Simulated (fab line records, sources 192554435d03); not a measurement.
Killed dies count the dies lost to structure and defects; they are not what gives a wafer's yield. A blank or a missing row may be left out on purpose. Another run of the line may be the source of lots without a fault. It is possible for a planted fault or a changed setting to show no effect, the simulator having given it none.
Matching of chambers || flow n5Finfet || N5_BEOL_M0_SAQP_STRIP_108 on rieDiel-03: 4 sister chambers
The step strips in N2/H2. 18 wafers are shown with their chamber, then 9 later ones without.

## WAFERS, EACH WITH ITS CHAMBER
{"wafer": "L080.1", "chamber": 2, "throttleValvePct (%)": 19.4, "showerheadPlenumPTorr (Torr)": 3.35, "drypumpMotorCurrentA (A)": 5.28}
{"wafer": "L080.2", "chamber": 0, "throttleValvePct (%)": 18.3, "showerheadPlenumPTorr (Torr)": 3.33, "drypumpMotorCurrentA (A)": 5.56}
{"wafer": "L080.6", "chamber": 2, "throttleValvePct (%)": 19.4, "showerheadPlenumPTorr (Torr)": 3.35, "drypumpMotorCurrentA (A)": 5.30}
{"wafer": "L084.1", "chamber": 3, "throttleValvePct (%)": 19.3, "showerheadPlenumPTorr (Torr)": 3.33, "drypumpMotorCurrentA (A)": 5.69}
{"wafer": "L084.2", "chamber": 0, "throttleValvePct (%)": 18.3, "showerheadPlenumPTorr (Torr)": 3.33, "drypumpMotorCurrentA (A)": 5.55}
{"wafer": "L084.5", "chamber": 0, "throttleValvePct (%)": 18.4, "showerheadPlenumPTorr (Torr)": 3.33, "drypumpMotorCurrentA (A)": 5.55}
{"wafer": "L086.1", "chamber": 1, "throttleValvePct (%)": 18.4, "showerheadPlenumPTorr (Torr)": 3.10, "drypumpMotorCurrentA (A)": 5.22}
{"wafer": "L086.4", "chamber": 2, "throttleValvePct (%)": 19.4, "showerheadPlenumPTorr (Torr)": 3.35, "drypumpMotorCurrentA (A)": 5.31}
{"wafer": "L086.5", "chamber": 2, "throttleValvePct (%)": 19.4, "showerheadPlenumPTorr (Torr)": 3.35, "drypumpMotorCurrentA (A)": 5.27}
{"wafer": "L087.1", "chamber": 1, "throttleValvePct (%)": 18.4, "showerheadPlenumPTorr (Torr)": 3.10, "drypumpMotorCurrentA (A)": 5.23}
{"wafer": "L087.5", "chamber": 2, "throttleValvePct (%)": 19.4, "showerheadPlenumPTorr (Torr)": 3.35, "drypumpMotorCurrentA (A)": 5.31}
{"wafer": "L087.6", "chamber": 3, "throttleValvePct (%)": 19.3, "showerheadPlenumPTorr (Torr)": 3.32, "drypumpMotorCurrentA (A)": 5.73}
{"wafer": "L088.1", "chamber": 0, "throttleValvePct (%)": 18.4, "showerheadPlenumPTorr (Torr)": 3.32, "drypumpMotorCurrentA (A)": 5.55}
{"wafer": "L088.2", "chamber": 3, "throttleValvePct (%)": 19.3, "showerheadPlenumPTorr (Torr)": 3.32, "drypumpMotorCurrentA (A)": 5.70}
{"wafer": "L088.5", "chamber": 1, "throttleValvePct (%)": 18.4, "showerheadPlenumPTorr (Torr)": 3.10, "drypumpMotorCurrentA (A)": 5.24}
{"wafer": "L090.1", "chamber": 0, "throttleValvePct (%)": 18.4, "showerheadPlenumPTorr (Torr)": 3.32, "drypumpMotorCurrentA (A)": 5.58}
{"wafer": "L090.4", "chamber": 1, "throttleValvePct (%)": 18.4, "showerheadPlenumPTorr (Torr)": 3.09, "drypumpMotorCurrentA (A)": 5.24}
{"wafer": "L090.5", "chamber": 2, "throttleValvePct (%)": 19.4, "showerheadPlenumPTorr (Torr)": 3.35, "drypumpMotorCurrentA (A)": 5.33}

SIGNATURES, as means of the wafers listed above
{"reading": "throttleValvePct", "chamber 0": 18.360, "chamber 1": 18.400, "chamber 2": 19.400, "chamber 3": 19.300, "scatter within a chamber": 0.0293}
{"reading": "showerheadPlenumPTorr", "chamber 0": 3.3260, "chamber 1": 3.0975, "chamber 2": 3.3500, "chamber 3": 3.3233, "scatter within a chamber": 0.00432}
{"reading": "drypumpMotorCurrentA", "chamber 0": 5.5580, "chamber 1": 5.2325, "chamber 2": 5.3000, "chamber 3": 5.7067, "scatter within a chamber": 0.0174}
Rule: distance of a wafer from a chamber = root of the sum over the readings of ((wafer's reading minus chamber's mean) / reading's scatter) squared. If the next closest chamber is less than 2 further off than the closest, the wafer can't be placed; otherwise it belongs to the closest. The scatter: take each reading less its chamber's mean, square it, sum over the shown wafers, divide by the number of wafers less the number of chambers, and take the root.

## WAFERS MISSING THEIR CHAMBER
{"wafer": "L091.3", "throttleValvePct (%)": 18.4, "showerheadPlenumPTorr (Torr)": 3.32, "drypumpMotorCurrentA (A)": 5.59}
{"wafer": "L091.4", "throttleValvePct (%)": 19.3, "showerheadPlenumPTorr (Torr)": 3.32, "drypumpMotorCurrentA (A)": 5.70}
{"wafer": "L091.5", "throttleValvePct (%)": 19.3, "showerheadPlenumPTorr (Torr)": 3.32, "drypumpMotorCurrentA (A)": 5.70}
{"wafer": "L095.2", "throttleValvePct (%)": 19.4, "showerheadPlenumPTorr (Torr)": 3.34, "drypumpMotorCurrentA (A)": 5.31}
{"wafer": "L095.5", "throttleValvePct (%)": 19.4, "showerheadPlenumPTorr (Torr)": 3.34, "drypumpMotorCurrentA (A)": 5.31}
{"wafer": "L095.6", "throttleValvePct (%)": 18.4, "showerheadPlenumPTorr (Torr)": 3.09, "drypumpMotorCurrentA (A)": 5.22}
{"wafer": "L097.2", "throttleValvePct (%)": 18.4, "showerheadPlenumPTorr (Torr)": 3.31, "drypumpMotorCurrentA (A)": 5.58}
{"wafer": "L097.4", "throttleValvePct (%)": 18.4, "showerheadPlenumPTorr (Torr)": 3.09, "drypumpMotorCurrentA (A)": 5.22}
{"wafer": "L097.6", "throttleValvePct (%)": 18.4, "showerheadPlenumPTorr (Torr)": 3.31, "drypumpMotorCurrentA (A)": 5.57}

## EACH ONE'S CHAMBER
{"wafer": "L091.3", "from the rows above": 0, "in truth": 0}
{"wafer": "L091.4", "from the rows above": 3, "in truth": 3}
{"wafer": "L091.5", "from the rows above": 3, "in truth": 3}
{"wafer": "L095.2", "from the rows above": 2, "in truth": 2}
{"wafer": "L095.5", "from the rows above": 2, "in truth": 2}
{"wafer": "L095.6", "from the rows above": 1, "in truth": 1}
{"wafer": "L097.2", "from the rows above": 0, "in truth": 0}
{"wafer": "L097.4", "from the rows above": 1, "in truth": 1}
{"wafer": "L097.6", "from the rows above": 0, "in truth": 0}
Correct placement for 9 of the 9. Not placeable from these rows: 0. Number placed wrongly: 0.
